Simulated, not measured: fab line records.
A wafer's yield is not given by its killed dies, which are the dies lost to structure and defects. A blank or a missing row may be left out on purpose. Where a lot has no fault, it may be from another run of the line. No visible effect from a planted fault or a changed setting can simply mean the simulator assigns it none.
fab line records ; flow n5-finfet ; part 1 of 2: steps 1 to 26 of 37
[record] lots = 5; wafers = 15; last-day = 17
route steps=1938 shown WELL_APT@29 PMOS_HMC_CHANNEL_EPI@57
lots that met no fault: taken from a fault-free run of the same line
start-h: start of the lot's first displayed wafer, in hours after the record's first day ; wait-h: how many hours have passed since the lot's step before this one ; " repeats the value in the row above ; L1.1+2: one row covering several wafers at once ; - no value present, or no start provided ; * or withheld: withheld ; < > ~ a bound
route shown NAME@n: a module of which the file shows steps, and the number in the route of the first ; usual: mean/standard deviation of fault-free wafers ; same: alike in all rows ; chamber/n: place in a boat ; sites: the reading at each site ; _std_site: how widely they spread, as a standard deviation ; _edge_site: mean of outer sites minus mean of inner sites ; radius-mm: how far each site lies from the wafer's centre ; mask NAME#n: copy n ; behind: tool/chamber where the wafer was last shaped ; hold: what put the lot on hold/how long, in hours/how the hold closed ; device: which transistor (n, p or np) failed to switch ; end of line: the tests these same wafers got at the end of their route ; a step given without rows: its recipe and nothing more ; killed: the dies lost at the first sort to structure and to defects; this is not the yield of the wafer ; map: the dies of a wafer, with x for killed, . for not killed, _ for no die there
set.NAME: the run value of the setting; set.NAME@STEP: its run value at that earlier step ; model.NAME: the simulator's own value behind a step, which no gauge read
lots at some steps of the route; a table a step, a row a wafer
services: when a tool's chamber went out of use (start-h, in hours from the record's first day, below 0 if earlier), for how many hours, and the reason
[[steps]]
[step N5_WELL_APT_OVL_MEAS_09]
[recipe] points-per-wafer = 44
[usual] NWELL_OVL = -1/6.6
lot.wafer;tool;chamber;start-h;wait-h;NWELL_OVL[nm]
L075.1;overlay-02;0;19.59;0.0;-1
L075.3;overlay-02;0;19.59;0.0;4
L075.6;overlay-02;0;19.59;0.0;6
L077.3;overlay-01;0;32.04;0.0;-7
L077.5;overlay-01;0;32.04;0.0;-1
L077.6;overlay-01;0;32.04;0.0;4
L078.3;overlay-01;0;37.75;0.0;13
L078.5;overlay-01;0;37.75;0.0;3
L078.6;overlay-01;0;37.75;0.0;-2
L085.1;overlay-01;0;79.98;0.0;8
L085.3;overlay-01;0;79.98;0.0;11
L085.5;overlay-01;0;79.98;0.0;6
L095.2;overlay-01;0;140.01;0.0;-3
L095.4;overlay-01;0;140.01;0.0;-2
L095.5;overlay-01;0;140.01;0.0;-17
[step N5_WELL_APT_INSPECT_10]
[recipe] mode = adi; inspect-instrument = macro
[usual] raw-defect-count = 2.2/1.6
lot.wafer;tool;chamber;start-h;wait-h;raw-defect-count
L075.1;defect-inspect-01;-;19.61;0.0;3
L075.3;defect-inspect-01;-;19.61;0.0;1
L075.6;defect-inspect-01;-;19.61;0.0;3
L077.3;defect-inspect-01;-;32.06;0.0;4
L077.5;defect-inspect-01;-;32.06;0.0;0
L077.6;defect-inspect-01;-;32.06;0.0;1
L078.3;defect-inspect-02;-;37.78;0.0;2
L078.5;defect-inspect-02;-;37.78;0.0;0
L078.6;defect-inspect-02;-;37.78;0.0;2
L085.1;defect-inspect-02;-;80.00;0.0;2
L085.3;defect-inspect-02;-;80.00;0.0;1
L085.5;defect-inspect-02;-;80.00;0.0;2
L095.2;defect-inspect-01;-;140.03;0.0;3
L095.4;defect-inspect-01;-;140.03;0.0;1
L095.5;defect-inspect-01;-;140.03;0.0;3
[step N5_WELL_APT_DESCUM_13]
[recipe] chemistry = O2; time-s = 7.9; source-power-w = 50; bias-power-w = 20; pressure-mtorr = 20; rf-frequency-hz = 2.712e+07; temp-c = 40; o2-flow-sccm = 225
[usual] drypump-motor-current-A = 5.6/0.32; oes-product-au = 0.79/0.077; rf-vpp-V = 243.9/1.2; showerhead-plenum-p-Torr = 2.13/0.063; throttle-valve-pct = 20.5/0.34
lot.wafer;tool;chamber;start-h;wait-h;drypump-motor-current-A;oes-product-au;rf-hours-counter-h;rf-vpp-V;showerhead-plenum-p-Torr;throttle-valve-pct
L075.1;rie-diel-01;2;19.65;0.0;5.7;0.73;175;245.3;2.19;20.9
L075.3;rie-diel-01;0;19.65;0.0;5.7;1.00;1;245.5;2.24;20.0
L075.6;rie-diel-01;2;19.65;0.0;5.7;0.73;-;243.5;2.19;20.9
L077.3;rie-diel-06;2;32.22;0.2;5.5;0.88;37;242.8;2.11;20.3
L077.5;rie-diel-06;3;32.22;0.2;5.1;0.75;-;244.5;2.20;20.9
L077.6;rie-diel-06;2;32.22;0.2;5.5;0.87;-;245.0;2.11;20.3
L078.3;rie-diel-06;3;37.81;0.0;5.2;0.75;131;245.6;2.20;20.9
L078.5;rie-diel-06;3;37.81;0.0;5.1;0.75;-;244.1;2.20;20.9
L078.6;rie-diel-06;0;37.81;0.0;5.9;0.91;-;243.3;2.02;20.0
L085.1;rie-diel-03;1;80.29;0.3;5.8;0.81;81;242.7;2.14;20.4
L085.3;rie-diel-03;3;80.29;0.3;5.1;0.76;127;243.0;2.12;20.5
L085.5;rie-diel-03;2;80.29;0.3;6.3;0.75;-;243.0;2.11;20.6
L095.2;rie-diel-06;2;140.06;0.0;5.5;0.83;70;242.1;2.10;20.3
L095.4;rie-diel-06;0;140.06;0.0;5.9;0.84;61;242.7;2.01;20.0
L095.5;rie-diel-06;0;140.06;0.0;5.9;0.84;-;242.5;2.01;20.0
[step N5_WELL_APT_IMPLANT_14]
[recipe] species = P; energy-kev = 160; dose-cm2 = 1.5e+13; tilt-deg = 0; rotation-deg = 0
[usual] tilt-deg = -0.002/0.02
lot.wafer;tool;chamber;start-h;wait-h;tilt-deg
L075.1;implanter-02;0;19.74;0.1;0.019
L075.3;implanter-02;0;19.74;0.1;-0.012
L075.6;implanter-02;0;19.74;0.1;-0.029
L077.3;implanter-01;0;32.38;0.1;0.015
L077.5;implanter-01;0;32.38;0.1;0.017
L077.6;implanter-01;0;32.38;0.1;0.007
L078.3;implanter-02;0;37.97;0.1;0.031
L078.5;implanter-02;0;37.97;0.1;-0.002
L078.6;implanter-02;0;37.97;0.1;0.001
L085.1;implanter-01;0;80.39;0.1;0.006
L085.3;implanter-01;0;80.39;0.1;-0.046
L085.5;implanter-01;0;80.39;0.1;-0.028
L095.2;implanter-02;0;140.19;0.1;-0.016
L095.4;implanter-02;0;140.19;0.1;-0.032
L095.5;implanter-02;0;140.19;0.1;0.009
[step N5_WELL_APT_IMPLANT_15]
[recipe] species = As; energy-kev = 25; dose-cm2 = 1.5e+13; tilt-deg = 0; rotation-deg = 0
[usual] tilt-deg = -0.002/0.02
lot.wafer;tool;chamber;start-h;wait-h;tilt-deg
L075.1;implanter-02;0;19.92;0.1;0.017
L075.3;implanter-02;0;19.92;0.1;0.009
L075.6;implanter-02;0;19.92;0.1;-0.001
L077.3;implanter-01;0;32.56;0.1;-0.026
L077.5;implanter-01;0;32.56;0.1;-0.065
L077.6;implanter-01;0;32.56;0.1;0.000
L078.3;implanter-02;0;38.15;0.1;0.009
L078.5;implanter-02;0;38.15;0.1;-0.024
L078.6;implanter-02;0;38.15;0.1;-0.037
L085.1;implanter-01;0;80.57;0.1;-0.014
L085.3;implanter-01;0;80.57;0.1;-0.011
L085.5;implanter-01;0;80.57;0.1;0.009
L095.2;implanter-02;0;140.37;0.1;0.007
L095.4;implanter-02;0;140.37;0.1;0.005
L095.5;implanter-02;0;140.37;0.1;-0.002
[step N5_WELL_APT_STRIP_16]
[recipe] chemistry = SPM; time-s = 900; temp-c = 130; h2so4-h2o2-vol-ratio = 4; dry = ipa-marangoni
[usual] bath-guard-temp-C = 130.0/0.47
lot.wafer;tool;chamber;start-h;wait-h;bath-guard-temp-C
L075.1;wet-bench-06;2;20.13;0.2;129.8
L075.3;wet-bench-06;1;20.13;0.2;129.3
L075.6;wet-bench-06;3;20.13;0.2;130.1
L077.3;wet-bench-04;4;32.71;0.1;129.6
L077.5;wet-bench-04;2;32.71;0.1;129.4
L077.6;wet-bench-04;3;32.71;0.1;130.1
L078.3;wet-bench-04;2;38.30;0.1;129.4
L078.5;wet-bench-04;6;38.30;0.1;130.0
L078.6;wet-bench-04;4;38.30;0.1;130.1
L085.1;wet-bench-01;5;80.78;0.2;130.0
L085.3;wet-bench-01;2;80.78;0.2;130.2
L085.5;wet-bench-01;4;80.78;0.2;129.5
L095.2;wet-bench-01;5;140.57;0.2;130.2
L095.4;wet-bench-01;2;140.57;0.2;130.0
L095.5;wet-bench-01;3;140.57;0.2;129.6
[step N5_WELL_APT_HMDS_18]
[recipe] time-s = 60; temp-c = 120
[usual] exhaust-pa = 45.3/1
lot.wafer;tool;chamber;start-h;wait-h;exhaust-pa
L075.1;litho-track-04;0;20.41;0.0;43.9
L075.3;litho-track-04;0;20.41;0.0;45.0
L075.6;litho-track-04;0;20.41;0.0;45.2
L077.3;litho-track-03;0;32.99;0.0;45.1
L077.5;litho-track-03;0;32.99;0.0;45.9
L077.6;litho-track-03;0;32.99;0.0;47.5
L078.3;litho-track-03;0;38.57;0.0;45.5
L078.5;litho-track-03;0;38.57;0.0;44.4
L078.6;litho-track-03;0;38.57;0.0;46.2
L085.1;litho-track-03;0;81.05;0.0;44.8
L085.3;litho-track-03;0;81.05;0.0;44.4
L085.5;litho-track-03;0;81.05;0.0;45.4
L095.2;litho-track-03;0;140.86;0.0;44.7
L095.4;litho-track-03;0;140.86;0.0;45.0
L095.5;litho-track-03;0;140.86;0.0;44.4
[step N5_WELL_APT_COAT_19]
[recipe] spin-rpm = 1357; resist-thk-nm = 950
[usual] exhaust-pa = 45.0/0.91
lot.wafer;tool;chamber;start-h;wait-h;exhaust-pa
L075.1;litho-track-04;0;-;-;45.8
L075.3;litho-track-04;0;-;-;44.6
L075.6;litho-track-04;0;-;-;45.1
L077.3;litho-track-03;0;-;-;45.7
L077.5;litho-track-03;0;-;-;45.2
L077.6;litho-track-03;0;-;-;45.5
L078.3;litho-track-03;0;-;-;45.4
L078.5;litho-track-03;0;-;-;43.5
L078.6;litho-track-03;0;-;-;44.4
L085.1;litho-track-03;0;-;-;44.9
L085.3;litho-track-03;0;-;-;45.1
L085.5;litho-track-03;0;-;-;45.4
L095.2;litho-track-03;0;-;-;44.2
L095.4;litho-track-03;0;-;-;44.8
L095.5;litho-track-03;0;-;-;43.4
[step N5_WELL_APT_EBR_21]
[recipe] solvent = PGMEA; ebr-width-mm = 1.5
[usual] exhaust-pa = 45.0/0.92
lot.wafer;tool;chamber;start-h;wait-h;exhaust-pa
L075.1;litho-track-04;0;-;-;44.1
L075.3;litho-track-04;0;-;-;46.3
L075.6;litho-track-04;0;-;-;44.3
L077.3;litho-track-03;0;-;-;44.7
L077.5;litho-track-03;0;-;-;45.4
L077.6;litho-track-03;0;-;-;44.2
L078.3;litho-track-03;0;-;-;45.0
L078.5;litho-track-03;0;-;-;45.4
L078.6;litho-track-03;0;-;-;45.1
L085.1;litho-track-03;0;-;-;46.1
L085.3;litho-track-03;0;-;-;46.9
L085.5;litho-track-03;0;-;-;47.2
L095.2;litho-track-03;0;-;-;45.6
L095.4;litho-track-03;0;-;-;45.1
L095.5;litho-track-03;0;-;-;45.4
[step N5_WELL_APT_SOFTBAKE_20]
[recipe] temp-c = 130; time-s = 60
[usual] exhaust-pa = 45.2/0.83
lot.wafer;tool;chamber;start-h;wait-h;exhaust-pa
L075.1;litho-track-04;0;-;-;45.7
L075.3;litho-track-04;0;-;-;45.3
L075.6;litho-track-04;0;-;-;44.9
L077.3;litho-track-03;0;-;-;44.6
L077.5;litho-track-03;0;-;-;45.4
L077.6;litho-track-03;0;-;-;44.6
L078.3;litho-track-03;0;-;-;45.1
L078.5;litho-track-03;0;-;-;45.5
L078.6;litho-track-03;0;-;-;46.7
L085.1;litho-track-03;0;-;-;44.5
L085.3;litho-track-03;0;-;-;44.1
L085.5;litho-track-03;0;-;-;43.9
L095.2;litho-track-03;0;-;-;43.2
L095.4;litho-track-03;0;-;-;43.7
L095.5;litho-track-03;0;-;-;43.1
[step N5_WELL_APT_EXPOSE_22]
[recipe] mask-id = PWELL; na = 0.8; source-shape = conventional; sigma-outer = 0.8; polarization = unpolarized; defocus-nm = 0; target-cd-nm = 200; dose-mj = 23.2
lot.wafer;tool;chamber;start-h;wait-h;mask
L075.1+3+6;krf-scanner-01;0;20.50;-;PWELL#0
L077.3+5+6;krf-scanner-02;0;33.10;-;PWELL#0
L078.3+5+6;krf-scanner-01;0;38.81;-;PWELL#0
L085.1+3+5;krf-scanner-02;0;81.15;-;PWELL#0
L095.2+4+5;krf-scanner-02;0;140.97;-;PWELL#0
[step N5_WELL_APT_PEB_23]
[recipe] peb-temp-c = 130; peb-time-s = 90
[usual] exhaust-pa = 45.2/0.9
lot.wafer;tool;chamber;start-h;wait-h;exhaust-pa
L075.1;litho-track-01;0;20.56;0.1;44.4
L075.3;litho-track-01;0;20.56;0.1;45.0
L075.6;litho-track-01;0;20.56;0.1;43.7
L077.3;litho-track-03;0;33.14;0.0;42.8
L077.5;litho-track-03;0;33.14;0.0;44.9
L077.6;litho-track-03;0;33.14;0.0;43.5
L078.3;litho-track-01;0;38.86;0.0;45.8
L078.5;litho-track-01;0;38.86;0.0;45.3
L078.6;litho-track-01;0;38.86;0.0;45.7
L085.1;litho-track-04;0;81.21;0.1;46.9
L085.3;litho-track-04;0;81.21;0.1;45.9
L085.5;litho-track-04;0;81.21;0.1;45.4
L095.2;litho-track-04;0;141.02;0.0;45.0
L095.4;litho-track-04;0;141.02;0.0;44.8
L095.5;litho-track-04;0;141.02;0.0;46.1
[step N5_WELL_APT_DEVELOP_24]
[recipe] develop-time-s = 45; rinse-liquid = surfactant-rinse; dry = air-spin; dev-temp-c = 21
[usual] exhaust-pa = 44.9/1
lot.wafer;tool;chamber;start-h;wait-h;exhaust-pa
L075.1;litho-track-01;0;-;-;45.4
L075.3;litho-track-01;0;-;-;45.5
L075.6;litho-track-01;0;-;-;45.2
L077.3;litho-track-03;0;-;-;44.8
L077.5;litho-track-03;0;-;-;45.3
L077.6;litho-track-03;0;-;-;45.9
L078.3;litho-track-01;0;-;-;44.5
L078.5;litho-track-01;0;-;-;45.8
L078.6;litho-track-01;0;-;-;46.0
L085.1;litho-track-04;0;-;-;43.5
L085.3;litho-track-04;0;-;-;42.1
L085.5;litho-track-04;0;-;-;43.6
L095.2;litho-track-04;0;-;-;44.8
L095.4;litho-track-04;0;-;-;44.7
L095.5;litho-track-04;0;-;-;45.4
[step N5_WELL_APT_HARDBAKE_29]
[recipe] temp-c = 130; time-s = 120
[usual] exhaust-pa = 45.0/0.87
lot.wafer;tool;chamber;start-h;wait-h;exhaust-pa
L075.1;litho-track-01;0;-;-;46.2
L075.3;litho-track-01;0;-;-;46.1
L075.6;litho-track-01;0;-;-;44.5
L077.3;litho-track-03;0;-;-;45.5
L077.5;litho-track-03;0;-;-;46.2
L077.6;litho-track-03;0;-;-;44.8
L078.3;litho-track-01;0;-;-;45.2
L078.5;litho-track-01;0;-;-;43.8
L078.6;litho-track-01;0;-;-;44.3
L085.1;litho-track-04;0;-;-;44.9
L085.3;litho-track-04;0;-;-;45.8
L085.5;litho-track-04;0;-;-;45.0
L095.2;litho-track-04;0;-;-;44.8
L095.4;litho-track-04;0;-;-;44.6
L095.5;litho-track-04;0;-;-;45.5
[step N5_WELL_APT_CD_MEAS_25]
[recipe] target-cd-nm = 200; landing-energy-ev = 500; detector = se-inlens
[usual] cd-nm = 200.1/1.8
lot.wafer;tool;chamber;start-h;wait-h;cd-nm
L075.1;cd-sem-02;0;20.68;-;201.7
L075.3;cd-sem-02;0;20.68;-;203.9
L075.6;cd-sem-02;0;20.68;-;201.2
L077.3;cd-sem-02;0;33.26;-;203.0
L077.5;cd-sem-02;0;33.26;-;198.5
L077.6;cd-sem-02;0;33.26;-;200.7
L078.3;cd-sem-02;0;38.97;-;198.4
L078.5;cd-sem-02;0;38.97;-;198.9
L078.6;cd-sem-02;0;38.97;-;199.2
L085.1;cd-sem-03;0;81.33;-;197.7
L085.3;cd-sem-03;0;81.33;-;201.4
L085.5;cd-sem-03;0;81.33;-;199.3
L095.2;cd-sem-02;0;141.14;-;199.1
L095.4;cd-sem-02;0;141.14;-;196.3
L095.5;cd-sem-02;0;141.14;-;199.7
[step N5_WELL_APT_OVL_MEAS_26]
[recipe] points-per-wafer = 44
[usual] PWELL_OVL = 0/4.9
lot.wafer;tool;chamber;start-h;wait-h;PWELL_OVL[nm]
L075.1;overlay-02;0;20.71;0.0;-3
L075.3;overlay-02;0;20.71;0.0;8
L075.6;overlay-02;0;20.71;0.0;11
L077.3;overlay-02;0;33.29;0.0;5
L077.5;overlay-02;0;33.29;0.0;-1
L077.6;overlay-02;0;33.29;0.0;0
L078.3;overlay-02;0;39.00;0.0;2
L078.5;overlay-02;0;39.00;0.0;-5
L078.6;overlay-02;0;39.00;0.0;4
L085.1;overlay-02;0;81.36;0.0;-1
L085.3;overlay-02;0;81.36;0.0;5
L085.5;overlay-02;0;81.36;0.0;2
L095.2;overlay-01;0;141.17;0.0;3
L095.4;overlay-01;0;141.17;0.0;1
L095.5;overlay-01;0;141.17;0.0;-5
[step N5_WELL_APT_INSPECT_27]
[recipe] mode = adi; inspect-instrument = macro
[usual] raw-defect-count = 2.1/1.4
lot.wafer;tool;chamber;start-h;wait-h;raw-defect-count
L075.1;defect-inspect-02;-;20.73;0.0;3
L075.3;defect-inspect-02;-;20.73;0.0;1
L075.6;defect-inspect-02;-;20.73;0.0;3
L077.3;defect-inspect-01;-;33.31;0.0;2
L077.5;defect-inspect-01;-;33.31;0.0;1
L077.6;defect-inspect-01;-;33.31;0.0;2
L078.3;defect-inspect-02;-;39.02;0.0;4
L078.5;defect-inspect-02;-;39.02;0.0;2
L078.6;defect-inspect-02;-;39.02;0.0;1
L085.1;defect-inspect-01;-;81.38;0.0;2
L085.3;defect-inspect-01;-;81.38;0.0;0
L085.5;defect-inspect-01;-;81.38;0.0;1
L095.2;defect-inspect-02;-;141.19;0.0;1
L095.4;defect-inspect-02;-;141.19;0.0;1
L095.5;defect-inspect-02;-;141.19;0.0;5
[step N5_WELL_APT_DESCUM_30]
[recipe] chemistry = O2; time-s = 7.9; source-power-w = 50; bias-power-w = 20; pressure-mtorr = 20; rf-frequency-hz = 2.712e+07; temp-c = 40; o2-flow-sccm = 225
[usual] drypump-motor-current-A = 5.6/0.31; oes-product-au = 0.80/0.075; rf-vpp-V = 243.8/1.1; showerhead-plenum-p-Torr = 2.13/0.061; throttle-valve-pct = 20.5/0.34
lot.wafer;tool;chamber;start-h;wait-h;drypump-motor-current-A;oes-product-au;rf-hours-counter-h;rf-vpp-V;showerhead-plenum-p-Torr;throttle-valve-pct
L075.1;rie-diel-06;3;20.77;0.0;5.1;0.75;125;243.9;2.20;20.8
L075.3;rie-diel-06;2;20.77;0.0;5.5;0.89;34;245.6;2.11;20.3
L075.6;rie-diel-06;0;20.77;0.0;5.9;0.92;-;242.7;2.03;19.9
L077.3;rie-diel-01;1;34.11;0.8;5.5;0.80;124;245.4;2.19;20.5
L077.5;rie-diel-01;0;34.11;0.8;5.7;0.96;-;245.3;2.24;20.0
L077.6;rie-diel-01;1;34.11;0.8;5.5;0.80;-;245.9;2.19;20.5
L078.3;rie-diel-06;3;39.06;0.0;5.1;0.75;132;244.2;2.20;20.9
L078.5;rie-diel-06;2;39.06;0.0;5.5;0.88;-;245.0;2.11;20.3
L078.6;rie-diel-06;3;39.06;0.0;5.1;0.75;-;244.6;2.20;20.9
L085.1;rie-diel-06;2;81.50;0.1;5.5;0.86;54;243.3;2.11;20.3
L085.3;rie-diel-06;0;81.50;0.1;5.9;0.88;41;242.1;2.02;20.0
L085.5;rie-diel-06;0;81.50;0.1;5.9;0.88;-;242.3;2.02;20.0
L095.2;rie-diel-06;0;141.23;0.0;5.9;0.84;62;242.1;2.01;20.0
L095.4;rie-diel-06;1;141.23;0.0;5.6;0.71;215;244.8;2.14;20.7
L095.5;rie-diel-06;1;141.23;0.0;5.6;0.71;-;243.6;2.14;20.8
[step N5_WELL_APT_IMPLANT_31]
[recipe] species = B; energy-kev = 60; dose-cm2 = 1.5e+13; tilt-deg = 0; rotation-deg = 0
[usual] tilt-deg = 0.000/0.019
lot.wafer;tool;chamber;start-h;wait-h;tilt-deg
L075.1;implanter-01;0;20.86;0.1;-0.016
L075.3;implanter-01;0;20.86;0.1;0.019
L075.6;implanter-01;0;20.86;0.1;-0.004
L077.3;implanter-02;0;34.26;0.1;0.003
L077.5;implanter-02;0;34.26;0.1;-0.005
L077.6;implanter-02;0;34.26;0.1;0.014
L078.3;implanter-01;0;39.22;0.1;0.014
L078.5;implanter-01;0;39.22;0.1;-0.031
L078.6;implanter-01;0;39.22;0.1;-0.033
L085.1;implanter-02;0;81.60;0.1;0.005
L085.3;implanter-02;0;81.60;0.1;-0.013
L085.5;implanter-02;0;81.60;0.1;-0.024
L095.2;implanter-02;0;141.36;0.1;-0.014
L095.4;implanter-02;0;141.36;0.1;-0.009
L095.5;implanter-02;0;141.36;0.1;0.001
[step N5_WELL_APT_IMPLANT_32]
[recipe] species = BF2; energy-kev = 50; dose-cm2 = 2e+13; tilt-deg = 0; rotation-deg = 0
[usual] tilt-deg = -0.003/0.018
lot.wafer;tool;chamber;start-h;wait-h;tilt-deg
L075.1;implanter-01;0;21.04;0.1;-0.012
L075.3;implanter-01;0;21.04;0.1;-0.012
L075.6;implanter-01;0;21.04;0.1;0.006
L077.3;implanter-02;0;34.44;0.1;0.020
L077.5;implanter-02;0;34.44;0.1;0.022
L077.6;implanter-02;0;34.44;0.1;0.022
L078.3;implanter-01;0;39.40;0.1;-0.003
L078.5;implanter-01;0;39.40;0.1;-0.024
L078.6;implanter-01;0;39.40;0.1;0.000
L085.1;implanter-02;0;81.78;0.1;0.008
L085.3;implanter-02;0;81.78;0.1;-0.011
L085.5;implanter-02;0;81.78;0.1;0.020
L095.2;implanter-02;0;141.54;0.1;-0.011
L095.4;implanter-02;0;141.54;0.1;-0.043
L095.5;implanter-02;0;141.54;0.1;-0.019
[step N5_WELL_APT_STRIP_33]
[recipe] chemistry = SPM; time-s = 900; temp-c = 130; h2so4-h2o2-vol-ratio = 4; dry = ipa-marangoni
[usual] bath-guard-temp-C = 130.0/0.49
lot.wafer;tool;chamber;start-h;wait-h;bath-guard-temp-C
L075.1;wet-bench-01;4;21.25;0.2;129.6
L075.3;wet-bench-01;7;21.25;0.2;130.0
L075.6;wet-bench-01;2;21.25;0.2;130.5
L077.3;wet-bench-06;6;34.59;0.1;129.9
L077.5;wet-bench-06;5;34.59;0.1;129.6
L077.6;wet-bench-06;2;34.59;0.1;129.6
L078.3;wet-bench-01;1;39.54;0.1;129.9
L078.5;wet-bench-01;7;39.54;0.1;130.3
L078.6;wet-bench-01;2;39.54;0.1;129.9
L085.1;wet-bench-01;5;82.00;0.2;130.0
L085.3;wet-bench-01;6;82.00;0.2;131.3
L085.5;wet-bench-01;1;82.00;0.2;129.6
L095.2;wet-bench-01;5;141.71;0.1;130.3
L095.4;wet-bench-01;6;141.71;0.1;131.6
L095.5;wet-bench-01;7;141.71;0.1;130.0
[step N5_WELL_APT_RTA_34]
[recipe] temp-c = 1000; time-s = 10; ambient = N2; idle-temp-c = 600; ramp-up-c-per-s = 150; ramp-down-c-per-s = 60; cool-to-c = 600
[usual] lamp-power-pct = 13.00/0.054; lamp_zone_2_pct = 12.994/0.03; wafer_temp_C_max = 1003.6/1.1
lot.wafer;tool;chamber;start-h;wait-h;lamp-power-pct;lamp_zone_2_pct;wafer_temp_C_max
L075.1;rtp-anneal-02;0;21.53;0.0;13.05;12.974;1003.5
L075.3;rtp-anneal-02;0;21.53;0.0;13.09;12.967;1006.5
L075.6;rtp-anneal-02;0;21.53;0.0;12.89;12.922;1002.6
L077.3;rtp-anneal-01;0;34.91;0.1;12.98;12.925;1004.3
L077.5;rtp-anneal-01;0;34.91;0.1;13.08;13.004;1003.2
L077.6;rtp-anneal-01;0;34.91;0.1;12.85;13.028;1002.5
L078.3;rtp-anneal-01;0;39.86;0.1;13.03;12.993;1002.5
L078.5;rtp-anneal-01;0;39.86;0.1;13.05;13.013;1006.2
L078.6;rtp-anneal-01;0;39.86;0.1;12.94;12.983;1003.4
L085.1;rtp-anneal-01;0;82.27;0.0;12.93;12.972;1003.5
L085.3;rtp-anneal-01;0;82.27;0.0;13.00;12.989;1001.9
L085.5;rtp-anneal-01;0;82.27;0.0;13.00;13.008;1003.0
L095.2;rtp-anneal-01;0;142.09;0.1;12.97;13.059;1003.3
L095.4;rtp-anneal-01;0;142.09;0.1;13.05;12.984;1000.8
L095.5;rtp-anneal-01;0;142.09;0.1;12.97;12.998;1002.1
[step N5_WELL_APT_OXIDE_STRIP_42]
[recipe] chemistry = dHF; dilution = 25:1; time-s = 45; temp-c = 25; target = SiO2; target-depth-a = 120
lot.wafer;tool;chamber;start-h;wait-h
L075.1+3+6;wet-bench-04;0,3,7;21.74;0.2
L077.3+5+6;wet-bench-01;3,0,7;35.01;0.1
L078.3+5+6;wet-bench-04;4,0,5;39.96;0.1
L085.1+3+5;wet-bench-01;3,6,0;82.42;0.1
L095.2+4+5;wet-bench-06;0,1,6;142.21;0.1
[step N5_WELL_APT_PRECLEAN_36]
[recipe] chemistry = O3/DIW; time-s = 45; temp-c = 22; o3-ppm = 10
lot.wafer;tool;chamber;start-h;wait-h
L075.1+3+6;wet-bench-04;0,3,7;21.76;0.0
L077.3+5+6;wet-bench-01;3,0,7;35.03;0.0
L078.3+5+6;wet-bench-04;4,0,5;39.98;0.0
L085.1+3+5;wet-bench-01;3,6,0;82.43;0.0
L095.2+4+5;wet-bench-06;0,1,6;142.23;0.0
[step N5_WELL_APT_PRECLEAN_39]
[recipe] chemistry = dHF; time-s = 60; dilution = 150:1; temp-c = 25
lot.wafer;tool;chamber;start-h;wait-h
L075.1+3+6;wet-bench-04;0,3,7;21.77;0.0
L077.3+5+6;wet-bench-01;3,0,7;35.04;0.0
L078.3+5+6;wet-bench-04;4,0,5;39.99;0.0
L085.1+3+5;wet-bench-01;3,6,0;82.45;0.0
L095.2+4+5;wet-bench-06;0,1,6;142.24;0.0
[step N5_WELL_APT_SRD_37]
[recipe] dry = ipa-marangoni; do-ppb = 5; time-s = 30; temp-c = 23; rinse-liquid = diw
lot.wafer;tool;chamber;start-h;wait-h
L075.1+3+6;wet-bench-04;0,3,7;21.79;0.0
L077.3+5+6;wet-bench-01;3,0,7;35.06;0.0
L078.3+5+6;wet-bench-04;4,0,5;40.01;0.0
L085.1+3+5;wet-bench-01;3,6,0;82.46;0.0
L095.2+4+5;wet-bench-06;0,1,6;142.26;0.0
